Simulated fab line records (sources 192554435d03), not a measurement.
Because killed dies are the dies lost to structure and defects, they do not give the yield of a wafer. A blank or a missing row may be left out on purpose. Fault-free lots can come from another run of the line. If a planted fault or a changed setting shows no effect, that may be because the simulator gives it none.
Chamber matching || flow n5 finfet || N5_BEOL_M4_ILD_DEP_00 on pecvd-03 has 3 sister chambers
The step deposits SiOC from DEMS/O2, target thk 79 nm, time 15.3 s. 6 wafers are shown with their chamber, then 10 later ones without.

== EACH WAFER AND ITS CHAMBER ==
{"wafer": "L080.1", "chamber": 2, "heater power w (W)": 519, "throttle valve pct (%)": 12.3}
{"wafer": "L085.4", "chamber": 1, "heater power w (W)": 327, "throttle valve pct (%)": 11.9}
{"wafer": "L087.3", "chamber": 0, "heater power w (W)": 450, "throttle valve pct (%)": 11.8}
{"wafer": "L087.6", "chamber": 1, "heater power w (W)": 316, "throttle valve pct (%)": 12.3}
{"wafer": "L089.4", "chamber": 2, "heater power w (W)": 578, "throttle valve pct (%)": 11.4}
{"wafer": "L089.5", "chamber": 0, "heater power w (W)": 435, "throttle valve pct (%)": 11.7}

== WAFERS WHOSE CHAMBER IS MISSING ==
{"wafer": "L089.6", "heater power w (W)": 336, "throttle valve pct (%)": 12.1}
{"wafer": "L093.2", "heater power w (W)": 456, "throttle valve pct (%)": 11.7}
{"wafer": "L093.4", "heater power w (W)": 535, "throttle valve pct (%)": 11.4}
{"wafer": "L093.5", "heater power w (W)": 459, "throttle valve pct (%)": 11.7}
{"wafer": "L092.2", "heater power w (W)": 475, "throttle valve pct (%)": 11.7}
{"wafer": "L092.5", "heater power w (W)": 487, "throttle valve pct (%)": 11.3}
{"wafer": "L092.6", "heater power w (W)": 435, "throttle valve pct (%)": 11.7}
{"wafer": "L096.1", "heater power w (W)": 527, "throttle valve pct (%)": 11.5}
{"wafer": "L096.3", "heater power w (W)": 431, "throttle valve pct (%)": 11.8}
{"wafer": "L096.4", "heater power w (W)": 335, "throttle valve pct (%)": 12.2}

== CHAMBER TAKEN BY EACH ==
{"wafer": "L089.6", "from the rows above": 1, "in truth": 1}
{"wafer": "L093.2", "from the rows above": 0, "in truth": 0}
{"wafer": "L093.4", "from the rows above": 2, "in truth": 2}
{"wafer": "L093.5", "from the rows above": 0, "in truth": 0}
{"wafer": "L092.2", "from the rows above": "can't be placed: 0 or 2", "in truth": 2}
{"wafer": "L092.5", "from the rows above": "can't be placed: 0 or 2", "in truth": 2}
{"wafer": "L092.6", "from the rows above": 0, "in truth": 0}
{"wafer": "L096.1", "from the rows above": 2, "in truth": 2}
{"wafer": "L096.3", "from the rows above": 0, "in truth": 0}
{"wafer": "L096.4", "from the rows above": 1, "in truth": 1}
Correctly placed: 8 of 10. From these rows, 2 cannot be placed; in 2 the true chamber is one of the candidates. Number placed wrongly: 0.
How it was worked out, from the rows above alone: a wafer's distance from a chamber is the root of the sum, over the readings, of the square of ((its reading less the chamber's mean) divided by the reading's scatter). The wafer belongs to the nearest chamber; if the next one is less than 2 further off, it can't be placed. For every chamber, the mean is computed from those of its wafers that are shown. How the scatter is found: for the shown wafers, subtract from each reading the mean of its chamber, square and add these, divide the total by (wafers less chambers), then take the root.
